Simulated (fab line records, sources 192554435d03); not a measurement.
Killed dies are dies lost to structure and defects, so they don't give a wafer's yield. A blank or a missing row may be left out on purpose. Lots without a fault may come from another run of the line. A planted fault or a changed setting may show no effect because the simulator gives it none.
fab line records | flow n5_finfet
record lots=7 wafers=21
route steps=1938 shown BEOL_M11@1578 BEOL_M13@1659 PASSIVATION@1929
start_h: hours from the record's first day to the start of the lot's first wafer shown | wait_h: hours since the lot's step before | " the same as in the row above | L1.1+2: a row that stands for several wafers | - no value, or no start given | * or withheld: withheld | < > ~ a bound
route shown NAME@n: a module of which the file shows steps, and the number in the route of the first | usual: mean/standard deviation of fault-free wafers | same: alike in all rows | chamber/n: place in a boat | sites: the reading at each site | _std_site: their standard deviation | _edge_site: outer sites' mean less inner sites' | radius_mm: how far each site lies from the wafer's centre | mask NAME#n: copy n | behind: the tool/chamber that last shaped the wafer | hold: why the lot was held/for how many hours/how that ended | device: the transistor (n, p or np) that didn't switch | end of line: the same wafers' tests at the end of the route | a step without rows: its recipe alone | killed: dies lost to structure and defects at the first sort, not the wafer's yield | map: a wafer's dies, x killed, . not, _ none there
set.NAME: the setting as run; set.NAME@STEP: as run at that earlier step | model.NAME: the simulator's own value behind a step, which no gauge read
lots whose settings were changed on purpose; a table a step, a row a wafer
## steps
# step N5_BEOL_M11_TRENCH_ETCH_37
# recipe chemistry=C4F6/O2 target_depth_a=1488.3 target=SiCOH_lowk time_s=48 ion_energy_ev=250 pressure_mtorr=30 source_w=345 bias_w=185 Ar_flow_sccm=300 C4F6_flow_sccm=10 O2_flow_sccm=10
# columns lot.wafer tool chamber start_h wait_h set.time_s model.etch.depth_nm model.BEOL_M11.feature_depth_nm model.TiN_of_BEOL_M11_HM_DEP_02.thk_nm
L076.1 rie_diel-04 3 - - 48 151.5 151.4 15.8
L076.5 " 0 " " 56.78 178 178 15.2
L076.6 " 1 " " 56.78 176.1 176.2 15.4
L077.2 rie_diel-01 3 - - 48 146.4 146.4 15.6
L077.4 " 1 " " 48 150.3 150.2 15.6
L077.6 " 2 " " 58.27 181.1 181 14.8
L079.2 rie_diel-01 1 - - 48 149 149 16.2
L079.3 " 3 " " 48 146.5 146.6 16
L079.4 " 2 " " 48 148.2 148.2 16.2
L085.2 rie_diel-04 3 - - 48 150.9 151 16.2
L085.3 " 1 " " 57.52 182 182 15.2
L085.4 " 0 " " 48 151.2 151.2 16.2
L086.2 rie_diel-05 2 - - 48 148.9 149 16
L086.4 " 3 " " 48 150.6 150.6 15.6
L086.6 " 2 " " 48 149.6 149.6 15.8
L088.2 rie_diel-04 3 - - 48 152.7 152.8 15.6
L088.5 " 3 " " 48 150.5 150.6 15.6
L088.6 " 0 " " 48 149.5 149.6 16
L096.1 rie_diel-01 2 - - 48 146.9 146.8 16
L096.2 " 3 " " 48 147.6 147.6 16.2
L096.4 " 1 " " 56.69 174.5 174.4 15.6
# step N5_BEOL_M11_ETCH_41
# recipe chemistry=CH3F/O2 target=SiCN target_depth_a=426 taper_deg=2 time_s=86 ion_energy_ev=120 mask_material=TiN pressure_mtorr=30 source_w=395 bias_w=75 Ar_flow_sccm=150 CH3F_flow_sccm=30 O2_flow_sccm=20
# step N5_BEOL_M11_STRIP_77
# recipe chemistry=N2/H2 time_s=10 power_w=450 temp_c=40 pressure_mtorr=20 rf_frequency_hz=6e+07 bias_power_w=7 n2_flow_sccm=200 h2_flow_sccm=200
# step N5_BEOL_M11_OCD_MEAS_38
# usual trench_depth_nm=149.5/2
# columns lot.wafer tool chamber start_h wait_h set.time_s@BEOL_M11_TRENCH_ETCH_37 trench_depth_nm
L076.1 ocd-02 - 236.71 - 48 151.7
L076.5 " - " " 56.78 178.3
L076.6 " - " " 56.78 176.4
L077.2 ocd-02 - 253.81 - 48 146.0
L077.4 " - " " 48 150.1
L077.6 " - " " 58.27 181.0
L079.2 ocd-02 - 263.59 - 48 148.9
L079.3 " - " " 48 146.8
L079.4 " - " " 48 148.3
L085.2 ocd-02 - 312.00 - 48 150.3
L085.3 " - " " 57.52 181.5
L085.4 " - " " 48 151.6
L086.2 ocd-01 - 312.18 - 48 149.2
L086.4 " - " " 48 150.6
L086.6 " - " " 48 149.5
L088.2 ocd-01 - 315.43 - 48 152.7
L088.5 " - " " 48 150.3
L088.6 " - " " 48 149.1
L096.1 ocd-01 - 367.29 - 48 146.8
L096.2 " - " " 48 147.2
L096.4 " - " " 56.69 174.4
# step N5_BEOL_M11_DEGAS_44
# recipe ambient=vacuum temp_c=250 time_s=60
# columns lot.wafer tool chamber start_h wait_h set.temp_c
L076.1 pvd_sputter-03 - 237.79 0.6 242
L076.5+6 " - " " 250
L077.2+4 pvd_sputter-02 - 254.42 0.3 241.4
L077.6 " - " " 250
L079.2+3+4 pvd_sputter-02 - 264.94 1.1 250
L085.2+3+4 pvd_sputter-02 - 314.87 2.3 250
L086.2+4+6 pvd_sputter-01 - 314.90 2.1 250
L088.2+5 pvd_sputter-02 - 316.27 0.4 255
L088.6 " - " " 250
L096.1 pvd_sputter-02 - 368.08 0.5 254.8
L096.2+4 " - " " 250
# step N5_BEOL_M11_PRE_CLEAN_45
# recipe gas=H2/He time_s=30 temp_c=250
# step N5_BEOL_M11_ALD_74
# recipe material=TaN target_thk_a=20 temp_c=275 ald_precursor_family=PDMAT ald_co_reactant=NH3 pressure_torr=3 carrier_flow_sccm=1500 pulse_time_s=2 purge_time_s=3 co_reactant_purge_time_s=2 co_reactant_pulse_time_s=3 ald_cycles=40 precursor_vessel_temp_c=75 precursor_vessel_pressure_torr=26.25 precursor_vessel_carrier_sccm=1000
# step N5_BEOL_M11_ECD_50
# recipe material=Cu target_thk_a=3180
# step N5_BEOL_M11_ANNEAL_51
# recipe temp_c=225 time_s=90 ambient=N2
# step N5_BEOL_M11_CMP_52
# recipe stop_on=SiCOH_lowk t_overpolish_s=7 down_force_psi=1 platen_rpm=50 clearing_platen_down_force_psi=1.5 clearing_platen_rpm=50 post_cmp_clean=cu_alkaline target_thk_nm=140 clearing_platen_pad_velocity_m_s=0.99484 pad_velocity_m_s=0.99484
# columns lot.wafer tool chamber start_h wait_h set.time_s@BEOL_M11_TRENCH_ETCH_37 model.Cu_of_BEOL_M11_ECD_50.thk_nm
L076.1 cmp-02 0 239.78 0.3 48 143.8
L076.6 " 3 " " 56.78 166.8
L076.5 " 0 " " 56.78 170
L077.2 cmp-02 1 255.86 0.3 48 138.6
L077.4 " 2 " " 48 143.6
L077.6 " 3 " " 58.27 172.2
L079.2 cmp-02 3 266.41 0.2 48 139.4
L079.3 " 0 " " 48 137.2
L079.4 " 1 " " 48 139
L085.2 cmp-03 1 316.79 0.4 48 142.4
L085.3 " 2 " " 57.52 171.6
L085.4 " 3 " " 48 143
L086.2 cmp-03 2 317.24 0.5 48 139.2
L086.4 " 1 " " 48 142.2
L086.6 " 3 " " 48 139.8
L088.2 cmp-03 2 318.78 0.4 48 142.2
L088.6 " 2 " " 48 138.8
L088.5 " 3 " " 48 141.4
L096.2 cmp-04 3 370.98 0.2 48 138
L096.4 " 0 " " 56.69 165
L096.1 " 1 " " 48 137.4
# step N5_BEOL_M11_THK_MEAS_53
# recipe thk_meas_gauge=xrf reads=Cu_of_BEOL_M11_ECD_50
# usual M11_THK=139.4/2.7
# columns lot.wafer tool chamber start_h wait_h set.time_s@BEOL_M11_TRENCH_ETCH_37 M11_THK[nm]
L076.1 film_metro-02 - 240.03 - 48 143.7
L076.5 " - " " 56.78 169.5
L076.6 " - " " 56.78 166.0
L077.2 film_metro-02 - 256.08 - 48 138.7
L077.4 " - " " 48 143.4
L077.6 " - " " 58.27 171.4
L079.2 film_metro-02 - 266.66 - 48 139.4
L079.3 " - " " 48 137.0
L079.4 " - " " 48 139.1
L085.2 film_metro-02 - 317.09 - 48 143.4
L085.3 " - " " 57.52 172.1
L085.4 " - " " 48 143.6
L086.2 film_metro-01 - 317.54 - 48 135.7
L086.4 " - " " 48 138.4
L086.6 " - " " 48 136.4
L088.2 film_metro-02 - 319.08 - 48 143.1
L088.5 " - " " 48 142.3
L088.6 " - " " 48 140.3
L096.1 film_metro-01 - 371.27 - 48 135.2
L096.2 " - " " 48 135.2
L096.4 " - " " 56.69 161.5
# step N5_BEOL_M11_PRE_CLEAN_55
# recipe gas=NH3 time_s=15 temp_c=withheld rf_power_w=300
# step N5_BEOL_M11_DEP_56
# recipe material=SiCN target_thk_a=300 temp_c=withheld precursor=3MS/NH3 pressure_torr=3 rf_w=675 time_s=10.5
# step N5_BEOL_M11_RS_MEAS_57
# recipe thk_meas_gauge=four-point-probe reads=Cu_of_BEOL_M11_ECD_50+Co_of_BEOL_M11_CVD_75+TaN_of_BEOL_M11_ALD_74
# usual M11_RS=0.1507/0.0029
# columns lot.wafer tool chamber start_h wait_h set.time_s@BEOL_M11_TRENCH_ETCH_37 M11_RS[ohm/sq]
L076.1 film_metro-02 - 240.16 0.0 48 0.1467
L076.5 " - " " 56.78 0.1222
L076.6 " - " " 56.78 0.1248
L077.2 film_metro-02 - 256.21 0.0 48 0.1531
L077.4 " - " " 48 0.1469
L077.6 " - " " 58.27 0.1205
L079.2 film_metro-02 - 266.79 0.0 48 0.1518
L079.3 " - " " 48 0.1547
L079.4 " - " " 48 0.1523
L085.2 film_metro-01 - 317.21 0.0 48 0.1481
L085.3 " - " " 57.52 0.1209
L085.4 " - " " 48 0.1473
L086.2 film_metro-02 - 317.66 0.0 48 0.1521
L086.4 " - " " 48 0.1485
L086.6 " - " " 48 0.1511
L088.2 film_metro-02 - 319.20 0.0 48 0.1486
L088.5 " - " " 48 0.1495
L088.6 " - " " 48 0.1528
L096.1 film_metro-01 - 371.39 0.0 48 0.1540
L096.2 " - " " 48 0.1534
L096.4 " - " " 56.69 0.1260
# step N5_BEOL_M13_ILD_DEP_00
# recipe material=SiOC target_thk_a=8379.2 temp_c=350 precursor=DEMS/O2 pressure_torr=5 rf_w=500 time_s=166.4
# columns lot.wafer tool chamber start_h wait_h set.time_s model.SiOC_of_BEOL_M13_ILD_DEP_00.thk_nm
L076.1 pecvd-04 0 245.01 0.0 152.3 775.6
L076.5 " 0 " " 152.3 784.2
L076.6 " 1 " " 152.3 780.6
L077.2 pecvd-03 1 261.43 0.0 166.4 826.4
L077.4 " 2 " " 143.2 722.2
L077.6 " 0 " " 143.2 726.8
L079.2 pecvd-04 0 275.38 0.0 166.4 842.6
L079.3 " 1 " " 166.4 833.2
L079.4 " 1 " " 166.4 853.4
L085.2 pecvd-03 2 323.15 0.0 166.4 838
L085.3 " 2 " " 166.4 838.4
L085.4 " 1 " " 144.6 745
L086.2 pecvd-04 1 323.60 0.0 166.4 836.8
L086.4 " 2 " " 166.4 860.8
L086.6 " 1 " " 166.4 846.8
L088.2 pecvd-04 1 324.06 0.0 179.9 895.2
L088.5 " 2 " " 179.9 918.8
L088.6 " 0 " " 166.4 847.8
L096.1 pecvd-04 1 376.69 0.0 184.3 928.6
L096.2 " 2 " " 166.4 840.4
L096.4 " 0 " " 166.4 848
# step N5_BEOL_M13_THK_MEAS_01
# recipe reads=SiOC_of_BEOL_M13_ILD_DEP_00
# usual M13_ILD_THK=840/11
# columns lot.wafer tool chamber start_h wait_h set.time_s@BEOL_M13_ILD_DEP_00 M13_ILD_THK[nm]
L076.1 film_metro-01 - 245.22 0.2 152.3 776
L076.5 " - " " 152.3 784
L076.6 " - " " 152.3 781
L077.2 film_metro-02 - 261.58 0.1 166.4 827
L077.4 " - " " 143.2 722
L077.6 " - " " 143.2 727
L079.2 film_metro-01 - 275.54 0.1 166.4 842
L079.3 " - " " 166.4 834
L079.4 " - " " 166.4 854
L085.2 film_metro-01 - 323.36 0.2 166.4 838
L085.3 " - " " 166.4 838
L085.4 " - " " 144.6 745
L086.2 film_metro-02 - 323.76 0.1 166.4 838
L086.4 " - " " 166.4 860
L086.6 " - " " 166.4 847
L088.2 film_metro-02 - 324.21 0.1 179.9 896
L088.5 " - " " 179.9 919
L088.6 " - " " 166.4 848
L096.1 film_metro-02 - 376.84 0.1 184.3 929
L096.2 " - " " 166.4 840
L096.4 " - " " 166.4 848
# step N5_BEOL_M13_COAT_04
# recipe spin_rpm=1625 resist_thk_nm=400
# columns lot.wafer tool chamber start_h wait_h set.spin_rpm model.coat_of_BEOL_M13_COAT_04.thk_nm
L076.1+5 litho_track-02 0 - - 1459 423.2
L076.6 " 0 " " 1625 400.8
L077.2 litho_track-02 0 - - 1625 400.8
L077.4 " 0 " " 1691 393.2
L077.6 " 0 " " 1625 400.2
L079.2 litho_track-05 0 - - 1625 400.2
L079.3 " 0 " " 1625 399.6
L079.4 " 0 " " 1625 400
L085.2 litho_track-05 0 - - 1566 408.2
L085.3 " 0 " " 1625 399.8
L085.4 " 0 " " 1566 407.2
L086.2+4 litho_track-05 0 - - 1625 398.8
L086.6 " 0 " " 1625 400
L088.2 litho_track-02 0 - - 1788 382.4
L088.5 " 0 " " 1625 401
L088.6 " 0 " " 1788 383.6
L096.1 litho_track-01 0 - - 1625 400
L096.2 " 0 " " 1536 410.4
L096.4 " 0 " " 1625 399.2
# step N5_BEOL_M13_EBR_06
# recipe solvent=PGMEA ebr_width_mm=1.5
# step N5_BEOL_M13_SOFTBAKE_05
# recipe temp_c=130 time_s=60
# step N5_BEOL_M13_DESCUM_15
# recipe chemistry=O2 time_s=7.9 source_power_w=50 bias_power_w=20 pressure_mtorr=20 rf_frequency_hz=2.712e+07 temp_c=40 o2_flow_sccm=225
# step N5_BEOL_M13_ETCH_59
# recipe chemistry=N2/H2 target=BARC target_depth_a=890 overetch_a=267 time_s=67.9 ion_energy_ev=200 pressure_mtorr=30 source_w=840 bias_w=150 n2_flow_sccm=200 h2_flow_sccm=200
# columns lot.wafer tool chamber start_h wait_h set.spin_rpm@BEOL_M13_COAT_04 model.coat_of_BEOL_M13_COAT_04.thk_nm
L076.1 rie_diel-01 2 245.69 0.0 1459 341.2
L076.5 " 1 " " 1459 340.4
L076.6 " 3 " " 1625 320
L077.2 rie_diel-04 3 262.01 0.0 1625 316.8
L077.4 " 0 " " 1691 307.2
L077.6 " 1 " " 1625 315.8
L079.2 rie_diel-01 1 276.33 0.0 1625 318.2
L079.3 " 3 " " 1625 319
L079.4 " 1 " " 1625 317.4
L085.2 rie_diel-05 2 323.79 0.0 1566 325.6
L085.3 " 0 " " 1625 320.2
L085.4 " 3 " " 1566 322.2
L086.2 rie_diel-05 0 324.19 0.0 1625 319.4
L086.4 " 1 " " 1625 316.8
L086.6 " 1 " " 1625 317.6
L088.2 rie_diel-01 0 324.76 0.0 1788 299.8
L088.5 " 0 " " 1625 318.6
L088.6 " 1 " " 1788 302.2
L096.1 rie_diel-01 1 377.44 0.0 1625 317.8
L096.2 " 0 " " 1536 327.8
L096.4 " 2 " " 1625 316.2
# step N5_BEOL_M13_VIA_ETCH_16
# recipe chemistry=C4F8/O2/Ar target=SiOC pressure_mtorr=30 source_w=3000 bias_w=700 Ar_flow_sccm=400 C4F8_flow_sccm=15 O2_flow_sccm=8 he_inner_torr=15 he_outer_torr=30 target_depth_a=9217 time_s=withheld ion_energy_ev=250 ends=cleared
# columns lot.wafer tool chamber start_h wait_h set.time_s@BEOL_M13_ILD_DEP_00 model.etch.depth_nm
L076.1 rie_diel-01 2 245.74 0.0 * 775.7
L076.5 " 1 " " * 784.2
L076.6 " 3 " " * 780.5
L077.2 rie_diel-04 3 262.06 0.0 * 826.5
L077.4 " 0 " " * 722.3
L077.6 " 1 " " * 726.8
L079.2 rie_diel-01 1 276.38 0.0 * 842.6
L079.3 " 3 " " * 833.2
L079.4 " 1 " " * 853.3
L085.2 rie_diel-05 2 323.84 0.0 * 838
L085.3 " 0 " " * 838.5
L085.4 " 3 " " * 745
L086.2 rie_diel-05 0 324.24 0.0 * 836.7
L086.4 " 1 " " * 860.7
L086.6 " 1 " " * 846.7
L088.2 rie_diel-01 0 324.81 0.0 * 895.2
L088.5 " 0 " " * 918.8
L088.6 " 1 " " * 847.8
L096.1 rie_diel-01 1 377.49 0.0 * 928.6
L096.2 " 0 " " * 840.3
L096.4 " 2 " " * 847.9
# step N5_BEOL_M13_COAT_22
# recipe spin_rpm=2888 resist_thk_nm=300
# columns lot.wafer tool chamber start_h wait_h set.spin_rpm model.coat_of_BEOL_M13_COAT_22.thk_nm
L076.1 litho_track-02 0 - - 2888 300.2
L076.5 " 0 " " 3180 285.8
L076.6 " 0 " " 3180 286.6
L077.2 litho_track-05 0 - - 3129 289.6
L077.4 " 0 " " 3129 289
L077.6 " 0 " " 2888 301.2
L079.2 litho_track-02 0 - - 2888 299.4
L079.3 " 0 " " 3069 290.8
L079.4 " 0 " " 2888 299.8
L085.2 litho_track-05 0 - - 2888 301.2
L085.3+4 " 0 " " 3071 290.4
L086.2+6 litho_track-01 0 - - 2888 300.8
L086.4 " 0 " " 2888 300.2
L088.2 litho_track-01 0 - - 2594 317.8
L088.5 " 0 " " 2888 301
L088.6 " 0 " " 2888 300.6
L096.1 litho_track-01 0 - - 2888 300
L096.2 " 0 " " 3194 284.6
L096.4 " 0 " " 3194 285.2
# step N5_BEOL_M13_ETCH_68
# recipe chemistry=N2/H2 target=SOC mask_material=SiARC source_w=3000 bias_w=350 temp_c=40 time_s=355 ion_energy_ev=200 pressure_mtorr=30 n2_flow_sccm=200 h2_flow_sccm=200
# columns lot.wafer tool chamber start_h wait_h set.time_s model.SiARC_of_BEOL_M13_COAT_66.thk_nm
L076.1+6 rie_diel-04 1 247.13 0.1 355 77.2
L076.5 " 2 " " 355 77
L077.2 rie_diel-04 0 263.22 0.1 355 76.2
L077.4 " 0 " " 284.2 83
L077.6 " 1 " " 355 76.6
L079.2 rie_diel-01 0 277.42 0.1 355 77.6
L079.3 " 1 " " 432.4 69.4
L079.4 " 0 " " 432.4 70
L085.2 rie_diel-05 1 325.01 0.1 389 74
L085.3 " 0 " " 355 76.4
L085.4 " 3 " " 355 76.6
L086.2 rie_diel-01 2 325.40 0.1 355 76.8
L086.4 " 0 " " 355 77
L086.6 " 2 " " 355 77.2
L088.2 rie_diel-05 0 325.98 0.1 314.4 81
L088.5 " 3 " " 314.4 80.4
L088.6 " 2 " " 355 77.2
L096.1 rie_diel-01 3 378.66 0.1 355 77
L096.2 " 1 " " 355 77.2
L096.4 " 1 " " 355 76.8
# step N5_PASSIVATION_PASS_ETCH_47
# recipe chemistry=CF4/O2 target=SiNx target_depth_a=7700 time_s=385 ion_energy_ev=100 pressure_mtorr=40 source_w=535 bias_w=49 Ar_flow_sccm=100 cf4_flow_sccm=100 O2_flow_sccm=10
# columns lot.wafer tool chamber start_h wait_h set.source_w model.etch.depth_nm
L076.1 rie_diel-03 3 274.47 0.0 535 765.5
L076.5 " 0 " " 535 771.3
L076.6 " 1 " " 535 785
L077.2 rie_diel-02 1 295.77 0.0 623.4 879.1
L077.4 " 3 " " 535 776.9
L077.6 " 1 " " 535 768.9
L079.2 rie_diel-02 3 306.45 0.0 499.7 724.6
L079.3 " 1 " " 535 757.5
L079.4 " 3 " " 535 774.7
L085.2 rie_diel-02 3 353.60 0.0 535 784.1
L085.3 " 0 " " 535 763.8
L085.4 " 2 " " 535 816.3
L086.2 rie_diel-06 3 353.83 0.0 535 776
L086.4 " 1 " " 535 781.4
L086.6 " 0 " " 535 771.8
L088.2 rie_diel-06 1 359.31 0.0 535 777.6
L088.5+6 " 2,3 " " 535 771.2
L096.1 rie_diel-06 0 407.94 0.0 607.6 902.7
L096.2 " 1 " " 535 763.8
L096.4 " 0 " " 535 807
## key
split step=N5_BEOL_M11_TRENCH_ETCH_37 setting=time_s stated=48 by=wafer
response step=N5_BEOL_M11_TRENCH_ETCH_37 reading=model.etch.depth_nm change=+1.5 per=1% r=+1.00
response step=N5_BEOL_M11_TRENCH_ETCH_37 reading=model.BEOL_M11.feature_depth_nm change=+1.5 per=1% r=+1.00
response step=N5_BEOL_M11_TRENCH_ETCH_37 reading=model.TiN_of_BEOL_M11_HM_DEP_02.thk_nm change=-0.0364 per=1% r=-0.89
response step=N5_BEOL_M11_OCD_MEAS_38 reading=trench_depth_nm change=+1.5 per=1% r=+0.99
response step=N5_BEOL_M11_CMP_52 reading=model.Cu_of_BEOL_M11_ECD_50.thk_nm change=+1.44 per=1% r=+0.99
response step=N5_BEOL_M11_THK_MEAS_53 reading=M11_THK change=+1.41 per=1% r=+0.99
response step=N5_BEOL_M11_RS_MEAS_57 reading=M11_RS change=-0.00138 per=1% r=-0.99
split step=N5_BEOL_M11_DEGAS_44 setting=temp_c stated=250 by=wafer
response none clear
split step=N5_BEOL_M13_ILD_DEP_00 setting=time_s stated=166.4 by=wafer
response step=N5_BEOL_M13_ILD_DEP_00 reading=model.SiOC_of_BEOL_M13_ILD_DEP_00.thk_nm change=+7.36 per=1% r=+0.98
response step=N5_BEOL_M13_THK_MEAS_01 reading=M13_ILD_THK change=+7.39 per=1% r=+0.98
response step=N5_BEOL_M13_VIA_ETCH_16 reading=model.etch.depth_nm change=+7.36 per=1% r=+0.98
split step=N5_BEOL_M13_COAT_04 setting=spin_rpm stated=1625 by=wafer
response step=N5_BEOL_M13_COAT_04 reading=model.coat_of_BEOL_M13_COAT_04.thk_nm change=-1.99 per=1% r=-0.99
response step=N5_BEOL_M13_ETCH_59 reading=model.coat_of_BEOL_M13_COAT_04.thk_nm change=-1.88 per=1% r=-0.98
split step=N5_BEOL_M13_COAT_22 setting=spin_rpm stated=2888 by=wafer
response step=N5_BEOL_M13_COAT_22 reading=model.coat_of_BEOL_M13_COAT_22.thk_nm change=-1.49 per=1% r=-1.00
split step=N5_BEOL_M13_ETCH_68 setting=time_s stated=355 by=wafer
response step=N5_BEOL_M13_ETCH_68 reading=model.SiARC_of_BEOL_M13_COAT_66.thk_nm change=-0.336 per=1% r=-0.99
split step=N5_PASSIVATION_PASS_ETCH_47 setting=source_w stated=535 by=wafer
response step=N5_PASSIVATION_PASS_ETCH_47 reading=model.etch.depth_nm change=+7.23 per=1% r=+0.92
